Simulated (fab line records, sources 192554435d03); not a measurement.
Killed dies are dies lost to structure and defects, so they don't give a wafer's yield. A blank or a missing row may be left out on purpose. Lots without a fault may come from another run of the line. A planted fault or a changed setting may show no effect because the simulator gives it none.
Chamber matching | flow n5_finfet | N5_MOL_CONTACT_COAG_STRIP_72 on rie_diel-06: 4 sister chambers
The step strips in N2/H2. 4 wafers are shown with their chamber, then 9 later ones without.

WAFERS WITH THEIR CHAMBER
wafer  | chamber | drypump_motor_current_A (A)
L083.5 | 3       | 6.7
L084.3 | 0       | 5.2
L084.5 | 2       | 5.4
L084.6 | 1       | 4.8

WAFERS WITHOUT THEIR CHAMBER
wafer  | drypump_motor_current_A (A)
L094.1 | 5.2
L094.2 | 4.9
L094.5 | 4.9
L095.2 | 5.4
L095.3 | 5.2
L095.5 | 4.9
L097.2 | 6.7
L097.3 | 5.3
L097.6 | 5.2

WHICH CHAMBER EACH WENT THROUGH
wafer  | from the rows above     | in truth
L094.1 | 0                       | 0
L094.2 | 1                       | 1
L094.5 | 1                       | 1
L095.2 | 2                       | 2
L095.3 | 0                       | 0
L095.5 | 1                       | 1
L097.2 | 3                       | 3
L097.3 | can't be placed: 0 or 2 | 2
L097.6 | 0                       | 0
Placed correctly: 8 of 9. Can't be placed from these rows: 1 (the true chamber is among the candidates in 1). Placed wrongly: 0.
How it was worked out, from the rows above alone: a wafer's distance from a chamber is the root of the sum, over the readings, of the square of ((its reading less the chamber's mean) divided by the reading's scatter). The wafer belongs to the nearest chamber; if the next one is less than 2 further off, it can't be placed. A chamber's mean is the mean of its shown wafers. The scatter: with one shown wafer a chamber, the root of the mean of the squares of how far each hidden wafer lies from its nearest shown one.
